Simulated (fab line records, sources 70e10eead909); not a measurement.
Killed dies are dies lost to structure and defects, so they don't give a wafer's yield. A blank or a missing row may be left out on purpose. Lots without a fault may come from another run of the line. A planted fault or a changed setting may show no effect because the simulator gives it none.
fab line records | flow nand_harc
record lots=6 wafers=18 last_day=34
route steps=1302 shown A_STAIRCASE@829 END@1302
lots that met no fault: from a run of the same line without faults
start_h: hours from the record's first day to the start of the lot's first wafer shown | wait_h: hours since the lot's step before | " the same as in the row above | L1.1+2: a row that stands for several wafers | - no value, or no start given | * or withheld: withheld | < > ~ a bound
route shown NAME@n: a module of which the file shows steps, and the number in the route of the first | usual: mean/standard deviation of fault-free wafers | same: alike in all rows | chamber/n: place in a boat | sites: the reading at each site | _std_site: their standard deviation | _edge_site: outer sites' mean less inner sites' | radius_mm: how far each site lies from the wafer's centre | mask NAME#n: copy n | behind: the tool/chamber that last shaped the wafer | hold: why the lot was held/for how many hours/how that ended | device: the transistor (n, p or np) that didn't switch | end of line: the same wafers' tests at the end of the route | a step without rows: its recipe alone | killed: dies lost to structure and defects at the first sort, not the wafer's yield | map: a wafer's dies, x killed, . not, _ none there
set.NAME: the setting as run; set.NAME@STEP: as run at that earlier step | model.NAME: the simulator's own value behind a step, which no gauge read
lots at some steps of the route; a table a step, a row a wafer
services: from which hour (start_h, from the record's first day; less than 0 if before it) a tool's chamber was out of use, for how many hours, and why
## steps
# step NHARC_A_STAIRCASE_HARDBAKE_311
# recipe temp_c=120 time_s=140
# step NHARC_A_STAIRCASE_DESCUM_312
# recipe time_s=3 o2_flow_sccm=200 ar_flow_sccm=0 bias_power_w=0 chemistry=O2
# usual drypump_motor_current_A=5.8/0.55 o2_flow_sccm=200.0/0.56 oes_product_au=1.001/0.011 rf_vpp_V=57.9/0.85 showerhead_plenum_p_Torr=1.95/0.07 throttle_valve_pct=11.311/0.0087
# same time_s=3
# columns lot.wafer tool chamber start_h wait_h drypump_motor_current_A o2_flow_sccm oes_product_au rf_hours_counter_h rf_vpp_V showerhead_plenum_p_Torr throttle_valve_pct
L840.4 rie_diel-02 2 462.47 - 5.6 199.3 0.993 18 58.0 1.92 11.314
L840.5 " 3 " " 5.6 199.8 1.011 - 58.2 1.97 11.325
L840.6 " 0 " " 6.7 200.0 0.996 - 57.2 1.97 11.318
L839.4 rie_diel-12 1 465.19 - 6.7 199.8 1.019 2 58.5 1.97 11.314
L839.2 " 2 " " 5.3 199.8 1.023 2 57.4 1.82 11.297
L839.1 " 0 " " 5.8 199.7 1.018 2 58.8 2.08 11.317
L844.4 rie_diel-02 1 515.79 - 5.1 200.0 1.006 34 58.0 1.90 11.319
L844.1 " 0 " " 6.7 199.4 0.995 38 57.2 1.96 11.312
L844.5 " 1 " " 5.1 199.5 0.996 - 58.0 1.90 11.304
L848.3 rie_diel-04 0 545.51 - 5.3 199.2 1.012 0 57.6 1.86 11.308
L848.2 " 3 " " 6.1 199.6 0.987 0 57.1 2.02 11.309
L848.5 " 0 " " 5.3 200.6 1.014 - 57.3 1.86 11.324
L849.1 rie_diel-02 3 560.03 - 5.6 200.3 1.009 52 58.3 1.96 11.316
L849.2 " 0 " " 6.7 199.2 1.003 55 57.8 1.96 11.327
L849.6 " 3 " " 5.6 200.2 1.021 - 56.9 1.96 11.322
L854.2 rie_diel-02 1 625.09 - 5.0 200.2 0.990 15 57.8 1.89 11.302
L854.4 " 2 " " 5.5 200.4 1.004 14 58.2 1.90 11.320
L854.6 " 0 " " 6.7 200.8 0.991 - 57.1 1.95 11.308
# step NHARC_A_STAIRCASE_ETCH_313
# recipe cf4_flow_sccm=100 chf3_flow_sccm=30 ar_flow_sccm=0 rf_w=500 bias_w=200 chemistry=CF4/CHF3
# usual drypump_motor_current_A=5.8/0.53 oes_product_au=0.935/0.021 rf_fwd_power_W=497.4/1.7 rf_vpp_V=371.8/1.8 showerhead_plenum_p_Torr=1.61/0.053 throttle_valve_pct=16.802/0.0097
# columns lot.wafer tool chamber start_h wait_h drypump_motor_current_A oes_product_au rf_fwd_power_W rf_hours_counter_h rf_vpp_V showerhead_plenum_p_Torr throttle_valve_pct
L840.4 rie_diel-02 1 462.54 0.1 5.1 0.920 499.0 19 370.0 1.57 16.803
L840.6 " 0 " " 6.7 0.917 495.2 - 372.0 1.62 16.823
L840.5 " 1 " " 5.1 0.927 499.3 - 369.7 1.57 16.806
L839.4 rie_diel-12 2 465.27 0.1 5.3 0.980 500.9 2 368.6 1.50 16.797
L839.1 " 3 " " 5.9 0.986 494.2 2 371.8 1.63 16.822
L839.2 " 0 " " 5.9 0.977 496.9 2 374.7 1.70 16.799
L844.1 rie_diel-02 2 515.88 0.1 5.5 0.934 498.5 35 371.0 1.57 16.794
L844.4 " 3 " " 5.6 0.936 494.4 36 371.8 1.61 16.812
L844.5 " 1 " " 5.0 0.934 496.8 - 369.3 1.56 16.789
L848.2 rie_diel-04 2 545.61 0.1 6.3 0.955 497.4 0 373.7 1.68 16.808
L848.3 " 3 " " 6.1 0.973 494.8 0 373.2 1.65 16.797
L848.5 " 0 " " 5.3 0.974 496.0 - 369.4 1.53 16.823
L849.2 rie_diel-02 2 560.12 0.1 5.5 0.926 497.6 51 371.1 1.57 16.801
L849.1 " 3 " " 5.5 0.934 496.7 52 373.5 1.61 16.786
L849.6 " 2 " " 5.5 0.915 496.4 - 369.8 1.57 16.801
L854.4 rie_diel-02 2 625.17 0.1 5.5 0.927 500.0 15 370.5 1.57 16.796
L854.2 " 1 " " 5.1 0.909 497.5 15 370.4 1.56 16.802
L854.6 " 3 " " 5.6 0.930 497.3 - 372.3 1.61 16.796
# step NHARC_A_STAIRCASE_HM_OPEN_463
# recipe o2_flow_sccm=400 cos_flow_sccm=20 ar_flow_sccm=0 rf_w=500 bias_w=300 chemistry=O2/COS
# usual drypump_motor_current_A=5.8/0.54 o2_flow_sccm=400.1/1.2 oes_product_au=0.999/0.011 rf_fwd_power_W=499.0/1.4 rf_vpp_V=468.6/2.2 showerhead_plenum_p_Torr=3.19/0.11 throttle_valve_pct=28.329/0.0088
# columns lot.wafer tool chamber start_h wait_h drypump_motor_current_A o2_flow_sccm oes_product_au rf_fwd_power_W rf_hours_counter_h rf_vpp_V showerhead_plenum_p_Torr throttle_valve_pct
L840.4 rie_diel-02 3 - - 5.5 401.5 1.000 500.6 18 468.4 3.21 28.336
L840.5 " 1 " " 5.1 400.9 0.987 497.5 - 467.1 3.11 28.328
L840.6 " 2 " " 5.5 398.8 0.998 498.3 - 468.0 3.13 28.328
L839.4 rie_diel-12 2 - - 5.3 399.5 1.003 497.4 2 464.5 2.98 28.350
L839.2 " 3 " " 5.9 399.7 1.014 498.5 2 469.8 3.24 28.341
L839.1 " 1 " " 6.7 401.0 1.006 497.6 2 467.2 3.21 28.337
L844.4 rie_diel-02 1 - - 5.1 399.7 0.995 500.6 34 466.4 3.11 28.343
L844.1 " 3 " " 5.5 401.3 1.002 498.4 36 469.1 3.20 28.324
L844.5 " 1 " " 5.0 398.2 0.987 499.5 - 466.6 3.11 28.324
L848.2 rie_diel-04 0 - - 5.4 399.3 1.012 498.1 0 465.9 3.04 28.321
L848.3 " 1 " " 6.0 399.1 0.978 497.0 0 471.7 3.34 28.334
L848.5 " 1 " " 6.1 396.9 0.992 499.3 - 472.4 3.34 28.319
L849.2 rie_diel-02 3 - - 5.6 400.4 1.009 499.2 52 468.9 3.19 28.313
L849.1 " 0 " " 6.7 400.2 0.981 498.7 55 469.0 3.19 28.325
L849.6 " 2 " " 5.5 399.3 0.991 500.5 - 466.0 3.11 28.320
L854.4 rie_diel-02 0 - - 6.7 399.0 0.996 496.8 13 468.8 3.18 28.314
L854.2 " 3 " " 5.5 398.9 1.006 500.0 13 468.0 3.18 28.329
L854.6 " 0 " " 6.7 400.8 0.995 500.4 - 467.6 3.18 28.318
# step NHARC_A_STAIRCASE_STRIP_464
# recipe o2_flow_sccm=400 cos_flow_sccm=20 ar_flow_sccm=0 bias_w=0 chemistry=O2/COS
# step NHARC_A_STAIRCASE_ETCH_453
# recipe target_depth_a=300 overetch_a=30 time_s=16.5 ion_energy_ev=100 cf4_flow_sccm=80 o2_flow_sccm=20 ar_flow_sccm=0 rf_w=300 bias_w=100 chemistry=CF4/O2
# usual drypump_motor_current_A=5.8/0.54 o2_flow_sccm=20.00/0.061 oes_product_au=1.000/0.0098 rf_fwd_power_W=294.1/1.5 rf_vpp_V=198.5/1.3 showerhead_plenum_p_Torr=1.37/0.046 throttle_valve_pct=13.396/0.0091
# same time_s=16.5
# columns lot.wafer tool chamber start_h wait_h drypump_motor_current_A o2_flow_sccm oes_product_au rf_fwd_power_W rf_hours_counter_h rf_vpp_V showerhead_plenum_p_Torr throttle_valve_pct
L840.4 rie_diel-02 2 - - 5.5 19.99 1.009 296.0 18 198.5 1.34 13.402
L840.6 " 3 " " 5.6 20.16 1.017 294.4 - 197.9 1.37 13.401
L840.5 " 0 " " 6.7 20.07 0.989 292.5 - 198.9 1.37 13.397
L839.1 rie_diel-12 1 - - 6.7 19.91 0.996 294.9 2 196.4 1.38 13.394
L839.4 " 2 " " 5.3 19.98 1.011 296.0 2 195.4 1.27 13.381
L839.2 " 3 " " 5.9 20.03 1.005 292.4 2 199.4 1.39 13.394
L844.1 rie_diel-02 2 - - 5.5 20.06 0.999 295.1 35 198.0 1.33 13.387
L844.4 " 3 " " 5.6 19.87 1.014 292.6 36 197.3 1.37 13.389
L844.5 " 0 " " 6.7 20.03 0.983 292.4 - 198.6 1.37 13.403
L848.3 rie_diel-04 2 - - 6.3 20.00 1.001 293.8 0 199.9 1.43 13.391
L848.2 " 0 " " 5.3 20.08 1.013 295.7 0 198.5 1.30 13.393
L848.5 " 2 " " 6.3 19.90 0.992 295.5 - 200.4 1.43 13.407
L849.2 rie_diel-02 0 - - 6.7 20.03 1.004 292.9 55 198.8 1.37 13.407
L849.1 " 2 " " 5.5 20.03 0.990 296.0 51 196.7 1.33 13.383
L849.6 " 0 " " 6.7 19.95 0.994 292.3 - 197.2 1.37 13.415
L854.2 rie_diel-02 1 - - 5.0 20.06 0.986 296.3 15 197.4 1.32 13.386
L854.4 " 2 " " 5.5 19.92 0.998 296.1 15 198.8 1.33 13.384
L854.6 " 3 " " 5.5 19.99 0.998 294.0 - 198.8 1.36 13.410
# step NHARC_A_STAIRCASE_ETCH_315
# recipe target_depth_a=25000 time_s=607.1 ion_energy_ev=800 c4f8_flow_sccm=80 o2_flow_sccm=60 ar_flow_sccm=withheld rf_w=600 bias_w=3000 chemistry=C4F8/O2/Ar
# step NHARC_A_STAIRCASE_STRIP_316
# recipe o2_flow_sccm=500 ar_flow_sccm=0 bias_w=0 chemistry=O2
# usual drypump_motor_current_A=5.8/0.54 o2_flow_sccm=500.1/1.3 oes_product_au=1.001/0.011 rf_vpp_V=58.0/0.9 showerhead_plenum_p_Torr=3.60/0.12 throttle_valve_pct=17.037/0.009
# columns lot.wafer tool chamber start_h wait_h drypump_motor_current_A o2_flow_sccm oes_product_au rf_hours_counter_h rf_vpp_V showerhead_plenum_p_Torr throttle_valve_pct
L840.4 rie_diel-02 0 - - 6.7 501.1 0.984 20 58.8 3.62 17.041
L840.6 " 0 " " 6.7 500.7 0.984 - 58.4 3.62 17.031
L840.5 " 1 " " 5.1 499.9 1.000 - 58.2 3.52 17.042
L839.4 rie_diel-12 1 - - 6.7 499.6 1.005 3 59.1 3.63 17.042
L839.1 " 3 " " 5.9 501.5 1.005 2 57.2 3.66 17.041
L839.2 " 0 " " 5.8 500.4 1.000 2 59.3 3.81 17.028
L844.4 rie_diel-02 3 - - 5.6 499.3 1.015 37 59.1 3.62 17.045
L844.1 " 1 " " 5.1 501.4 1.005 35 59.2 3.51 17.029
L844.5 " 3 " " 5.6 500.2 1.010 - 58.5 3.62 17.013
L848.3 rie_diel-04 1 - - 6.0 501.5 1.010 0 58.3 3.77 17.022
L848.2 " 2 " " 6.3 500.2 0.998 0 59.8 3.77 17.053
L848.5 " 3 " " 6.1 497.7 0.998 - 58.1 3.70 17.028
L849.2 rie_diel-02 3 - - 5.5 499.5 1.009 53 58.6 3.61 17.044
L849.1 " 1 " " 5.1 498.5 1.002 51 57.9 3.50 17.050
L849.6 " 3 " " 5.6 501.1 1.007 - 56.3 3.61 17.036
L854.4 rie_diel-02 3 - - 5.6 500.5 0.994 13 57.6 3.60 17.041
L854.2 " 0 " " 6.7 500.5 1.002 13 58.9 3.60 17.042
L854.6 " 0 " " 6.7 501.2 1.011 - 58.5 3.60 17.033
# step NHARC_A_STAIRCASE_STRIP_317
# recipe time_s=900 temp_c=130 chemistry=SPM
# step NHARC_A_STAIRCASE_PRECLEAN_318
# recipe time_s=* temp_c=50 bath_age_min=0 chemistry=SC1
# step NHARC_A_STAIRCASE_SRD_329
# step NHARC_A_STAIRCASE_ALD_415
# recipe target_thk_a=300 pulse_time_s=6 ald_cycles=300 temp_c=300 material=SiO2
# usual ald_cycles=300/0 heater_power_w=464/45 precursor_pulse_height_rel=1.000/0.021
# columns lot.wafer tool chamber start_h wait_h ald_cycles heater_power_w precursor_pulse_height_rel
L840.4 ald_hk-03 2 464.53 0.3 191 490 1.001
L840.5 " 1 " " 300 386 1.033
L840.6 " 2 " " 300 499 0.997
L839.4 ald_hk-03 3 467.05 0.1 191 438 1.020
L839.2 " 0 " " 300 530 1.002
L839.1 " 2 " " 300 484 0.976
L844.1 ald_hk-01 2 517.67 0.1 300 507 1.006
L844.4 " 1 519.06 1.5 300 448 1.030
L844.5 " 2 " " 300 501 1.027
L848.3 ald_hk-03 3 547.37 0.1 300 454 1.008
L848.2 " 1 " " 300 385 0.959
L848.5 " 3 " " 300 462 1.013
L849.2 ald_hk-02 3 562.12 0.3 300 344 0.982
L849.1 " 1 " " 300 449 1.015
L849.6 " 2 " " 300 486 1.025
L854.4 ald_hk-03 3 627.44 0.5 300 462 0.989
L854.2 " 0 " " 300 515 0.990
L854.6 " 3 629.27 2.3 300 453 1.030
# step NHARC_A_STAIRCASE_ETCHBACK_416
# recipe target_depth_a=360 time_s=7.2 c4f8_flow_sccm=withheld o2_flow_sccm=8 ar_flow_sccm=withheld rf_w=600 bias_w=800 chemistry=C4F8/O2/Ar
# step NHARC_END_SORT_01
# recipe temp_c=25
# usual killed_at_array=56/19 killed_at_other=1.0/1.3 killed_at_periphery=3.8/2.2 killed_dies=61/19 killed_open=3.1/1.9 killed_short=2.3/1.5
# same gross_dies=677
# columns lot.wafer tool chamber start_h wait_h killed_at_array killed_at_other killed_at_periphery killed_dies killed_open killed_short
L849.1 prober-02 0 742.84 2.5 26 0 2 28 2 2
L849.2 prober-02 0 743.64 2.8 30 0 2 32 3 2
L849.6 prober-02 0 746.87 4.0 36 0 5 41 3 1
# killed by level:class
L849.1 A_CHANNEL_HOLE_D1:chamber_film_flake=10 A_CHANNEL_HOLE_D2:chamber_film_flake=3 A_SLIT:chamber_film_flake=3 P_BONDPAD:chamber_film_flake=2 A_STAIRCASE:chamber_film_flake=2 A_CHANNEL_FILL_D2:geometric_particle:short=1 A_WL_FILL:geometric_particle:open=1 A_WL_FILL:geometric_particle:short=1
L849.2 A_CHANNEL_HOLE_D1:chamber_film_flake=9 A_SLIT:chamber_film_flake=8 A_CHANNEL_HOLE_D2:chamber_film_flake=3 A_CONTACT:chamber_film_flake=3 A_CHANNEL_FILL_D1:chamber_film_flake=2 P_CONTACT:geometric_particle:open=1 A_CHANNEL_FILL_D1:geometric_particle:short=1 A_CHANNEL_FILL_D2:geometric_particle:open=1
L849.6 A_CHANNEL_HOLE_D1:chamber_film_flake=9 A_CONTACT:chamber_film_flake=6 A_CHANNEL_HOLE_D2:chamber_film_flake=4 A_STAIRCASE:chamber_film_flake=4 A_ZERO_WELL:chamber_film_flake=3 A_SLIT:chamber_film_flake=3 P_BONDPAD:chamber_film_flake=2 A_DECK1_JOINT:chamber_film_flake=2
## services
# columns tool chamber start_h hours kind
rie_diel-12 - 447.28 9.0 pm
rie_diel-02 3 455.29 2.5 repair
rie_diel-02 0 455.36 - clean
rie_diel-02 1 455.36 - clean
rie_diel-02 2 455.36 - clean
rie_diel-02 1 464.31 4.4 repair
ald_hk-01 - 476.66 10.0 pm
rie_diel-02 0 479.86 - clean
rie_diel-02 1 479.86 - clean
rie_diel-02 2 479.86 - clean
rie_diel-02 3 479.86 - clean
rie_diel-12 2 499.02 10.7 repair
rie_diel-02 0 504.84 - clean
rie_diel-02 1 504.84 - clean
rie_diel-02 2 504.84 - clean
rie_diel-02 3 504.84 - clean
rie_diel-12 2 519.50 1.4 repair
rie_diel-02 0 529.41 - clean
ald_hk-02 - 532.13 10.0 pm
rie_diel-04 - 536.33 9.0 pm
ald_hk-03 - 568.80 10.0 pm
rie_diel-02 - 574.52 9.0 pm
rie_diel-12 3 596.29 4.9 repair
rie_diel-12 - 624.32 9.0 pm
## key
first_sign step=NHARC_A_STAIRCASE_ALD_415 reading=ald_cycles direction=down sigmas=99+ usual=300 struck=191
effect none on later readings
met_at NHARC_A_STAIRCASE_ALD_415
struck_wafers L839.4,L840.4
tester_left_out L839,L840
fault kind=process_parameter_drift tool=ald_hk-03 chamber=- onset_h=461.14 steps=NHARC_A_STAIRCASE_ALD_415 channel=ald_cycles offset=-109 shape=step end_h=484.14 scope=struck_wafers_only acts_in=these_recipes_only stated=300
# tester_left_out: of these lots the tester's yield and bins aren't shown, on N5 and GAA mostly nor the transistor test; their killed dies are dies lost to structure and defects alone, not to doping, threshold or leakage, so they don't give the yield
